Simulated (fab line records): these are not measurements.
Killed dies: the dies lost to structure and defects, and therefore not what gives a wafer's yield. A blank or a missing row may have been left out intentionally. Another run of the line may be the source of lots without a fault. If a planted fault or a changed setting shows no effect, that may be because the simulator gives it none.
Matching of chambers | flow n5-finfet | N5_BEOL_M8_DESCUM_16 on rie-diel-04 has 4 sister chambers
The step chemistry O2, time 7.9 s. 4 wafers are shown with their chamber, then 7 later ones without.

EACH WAFER AND ITS CHAMBER
wafer  | chamber | drypump-motor-current-A (A)
L081.2 | 2       | 5.3
L081.6 | 0       | 5.6
L088.1 | 3       | 6.1
L088.2 | 1       | 5.4

WAFERS WITH NO CHAMBER GIVEN
wafer  | drypump-motor-current-A (A)
L088.3 | 5.6
L094.1 | 5.5
L094.2 | 5.6
L094.3 | 5.3
L096.2 | 5.3
L096.3 | 5.5
L096.5 | 5.3

WHICH CHAMBER EACH WENT THROUGH
wafer  | from the rows above          | in truth
L088.3 | 0                            | 0
L094.1 | can't be placed: 0 or 1 or 2 | 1
L094.2 | 0                            | 0
L094.3 | can't be placed: 2 or 1      | 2
L096.2 | can't be placed: 2 or 1      | 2
L096.3 | can't be placed: 0 or 1 or 2 | 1
L096.5 | can't be placed: 2 or 1      | 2
2 of 7 placed correctly. From these rows, 5 cannot be placed; in 5 the true chamber is one of the candidates. 0 placed wrongly.
How it was worked out, from the rows above alone: a wafer's distance from a chamber is the root of the sum, over the readings, of the square of ((its reading less the chamber's mean) divided by the reading's scatter). The wafer belongs to the nearest chamber; if the next one is less than 2 further off, it can't be placed. Each chamber's mean is taken over the wafers shown for it. The scatter: root of mean squared gap, hidden wafer to nearest shown wafer, with one shown wafer a chamber.
